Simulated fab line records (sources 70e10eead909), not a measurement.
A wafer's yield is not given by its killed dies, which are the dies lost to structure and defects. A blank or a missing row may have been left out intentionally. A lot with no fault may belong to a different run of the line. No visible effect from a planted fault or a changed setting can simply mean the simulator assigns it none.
Which tool did it? | flow nand-harc | 24 lots, 72 wafers sampled, at 1 step of a route of 1302

WHAT THE GAUGES SHOWED, per wafer
NHARC_A_SLIT_INSPECT_11. Usual: raw-defect-count at 55, with a standard deviation of 32.
lot  | measured     | on                | raw-defect-count | flag
L074 | day 20 16:43 | defect-inspect-02 | 51 56 50         |
L077 | day 20 22:59 | defect-inspect-01 | 22 15 20         |
L076 | day 21 00:22 | defect-inspect-01 | 19 26 30         |
L075 | day 21 04:05 | defect-inspect-01 | 86 110 111       |
L079 | day 21 08:07 | defect-inspect-02 | 77 72 74         |
L080 | day 22 05:18 | defect-inspect-01 | 21 22 23         |
L078 | day 22 05:27 | defect-inspect-01 | 113 111 94       |
L082 | day 23 07:11 | defect-inspect-01 | 103 115 129      |
L081 | day 23 12:46 | defect-inspect-02 | 26 38 36         |
L084 | day 24 04:15 | defect-inspect-01 | 22 24 18         |
L083 | day 24 04:30 | defect-inspect-02 | 84 95 71         |
L085 | day 24 15:25 | defect-inspect-01 | 56 55 53         |
L087 | day 25 13:08 | defect-inspect-01 | 22 21 24         |
L086 | day 25 13:17 | defect-inspect-02 | 45 41 31         |
L089 | day 26 05:32 | defect-inspect-01 | 35 30 21         |
L088 | day 26 06:45 | defect-inspect-01 | 88 79 82         |
L090 | day 26 22:40 | defect-inspect-02 | 98 92 104        |
L091 | day 27 16:20 | defect-inspect-02 | 32 22 25         |
L093 | day 27 16:52 | defect-inspect-02 | 27 16 24         |
L094 | day 27 22:03 | defect-inspect-02 | 68 76 90         |
L092 | day 28 01:23 | defect-inspect-02 | 62 71 63         |
L095 | day 28 20:17 | defect-inspect-02 | 44 51 38         |
L097 | day 29 12:02 | defect-inspect-01 | 88 64 69         |
L096 | day 29 12:20 | defect-inspect-01 | 36 38 36         |

TOOL THAT RAN EACH LOT (tool first, then ch and the chambers of the sampled wafers, then the start)
No process step before these readings appears in the record.

AS READ BY THE TOOLS THEMSELVES (means over the sampled wafers that have a number; for cases with no such wafer, the mark the record gives instead)
The record holds no such reading with a usual standard deviation.

THE ANSWER, worked out from the rows above alone
Rule: lot off if the mean of its wafers having a number is beyond 3 standard deviations from the usual mean. A lot without any number at a reading at which 4 lots or more have one is off too. The other lots that the step has rows for count as sound. First the gauges in route order, then the tools' own readings, where a lot's mean is used as printed above. At the first step where some lot is off, the reading lying furthest off is the one used; lots without a number count as furthest.
No lot is off on any of the readings shown, so nothing can be concluded from this.

WHAT THE SIMULATOR HAD PUT IN
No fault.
